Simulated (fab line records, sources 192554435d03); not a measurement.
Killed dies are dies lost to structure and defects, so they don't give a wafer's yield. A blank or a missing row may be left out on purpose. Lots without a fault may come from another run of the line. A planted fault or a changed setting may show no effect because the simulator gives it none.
Split-lot experiment | flow n5_finfet | 7 lots, 21 wafers read, on a route of 1938 steps

THE SPLIT
At N5_MOL_CONTACT_COAG_CVD_140 (deposits W, target thk 66.5 nm, time 215 s), the setting target_thk_a was moved away from the recipe's 665 angstrom on 7 of the 21 wafers read, by -3.7% to +13.4%. The other wafers ran this setting at the recipe's value.

The reading is taken at the split's own step.

THE READING
W_of_MOL_CONTACT_COAG_CVD_140.thk_nm (the simulator's own value, which no gauge read), in nm, at N5_MOL_CONTACT_COAG_CVD_140 (deposits W, target thk 66.5 nm, time 215 s). The file gives no usual value for it. The 14 wafers here that ran the recipe average 66.7 nm, standard deviation 0.83 nm.

wafer  | tool, chamber at the split | target_thk_a as run, angstrom | against the recipe | W_of_MOL_CONTACT_COAG_CVD_140.thk_nm, nm | against lot-mates on the recipe
L077.2 | cvd_w-02, 0                | 665                           | recipe             | 66.8                                     | -
L077.3 | cvd_w-02, 1                | 740                           | +11.3%             | 74.8                                     | +7.6
L077.5 | cvd_w-02, 1                | 665                           | recipe             | 67.6                                     | -
L079.2 | cvd_w-01, 0                | 665                           | recipe             | 65.4                                     | -
L079.4 | cvd_w-01, 0                | 752.3                         | +13.1%             | 75.4                                     | +10.0
L079.6 | cvd_w-01, 0                | 752.3                         | +13.1%             | 74.8                                     | +9.4
L081.4 | cvd_w-01, 0                | 753.9                         | +13.4%             | 74.6                                     | +8.4
L081.5 | cvd_w-01, 0                | 665                           | recipe             | 65.4                                     | -
L081.6 | cvd_w-01, 1                | 665                           | recipe             | 67                                       | -
L083.2 | cvd_w-02, 0                | 665                           | recipe             | 67.2                                     | -
L083.3 | cvd_w-02, 1                | 665                           | recipe             | 67.6                                     | -
L083.5 | cvd_w-02, 1                | 665                           | recipe             | 68.2                                     | -
L084.1 | cvd_w-01, 0                | 640.5                         | -3.7%              | 63.6                                     | -2.8
L084.4 | cvd_w-01, 1                | 665                           | recipe             | 66.4                                     | -
L084.6 | cvd_w-01, 1                | 640.5                         | -3.7%              | 64                                       | -2.4
L090.3 | cvd_w-01, 1                | 702.4                         | +5.6%              | 70.4                                     | +4.0
L090.4 | cvd_w-01, 0                | 665                           | recipe             | 66.6                                     | -
L090.5 | cvd_w-01, 0                | 665                           | recipe             | 66.2                                     | -
L092.1 | cvd_w-02, 1                | 665                           | recipe             | 66.8                                     | -
L092.4 | cvd_w-02, 1                | 665                           | recipe             | 66.8                                     | -
L092.2 | cvd_w-02, 0                | 665                           | recipe             | 65.4                                     | -

THE FIT
A straight line over all 21 wafers: W_of_MOL_CONTACT_COAG_CVD_140.thk_nm changes by +0.654 nm for each +1% of target_thk_a; r = +0.98; the points scatter about the line by 0.78 nm.
The same after taking each lot's own level away (the mean of its wafers on the recipe; 21 wafers): +0.697 nm for each +1%; r = +0.99; scatter 0.53 nm.
On that fit, the largest move of target_thk_a shifts the reading by 9.3 nm.
The lots' own levels span 65.40 to 67.67 nm, that is 2.7 times the standard deviation above.
So the lot-to-lot level changes the slope little: the two slopes agree.
Check: with one of the wafers moved furthest among these (+13.4%) left out of the fit, the line predicts +9.62 nm for it against its lot-mates. It came out at +8.4 nm against them.

OTHER SPLITS ON THESE WAFERS
These wafers also went through other splits before the reading. Each is held against what the fit with the lots' levels taken away leaves over:
other split on the same wafers        | wafers away from the commonest value | r with W_of_MOL_CONTACT_COAG_CVD_140.thk_nm (lot level and that fit taken away)
N5_HKMG_FIN_DEVELOP_48 develop_time_s | 7                                    | -0.12
N5_GATE_CUT_COAT_07 spin_rpm          | 6                                    | +0.03
N5_MOL_CONTACT_COAG_COAT_58 spin_rpm  | 5                                    | +0.07

THE FILE'S OWN FIT
W_of_MOL_CONTACT_COAG_CVD_140.thk_nm changes by +0.683 nm for each +1% of target_thk_a, r = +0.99.
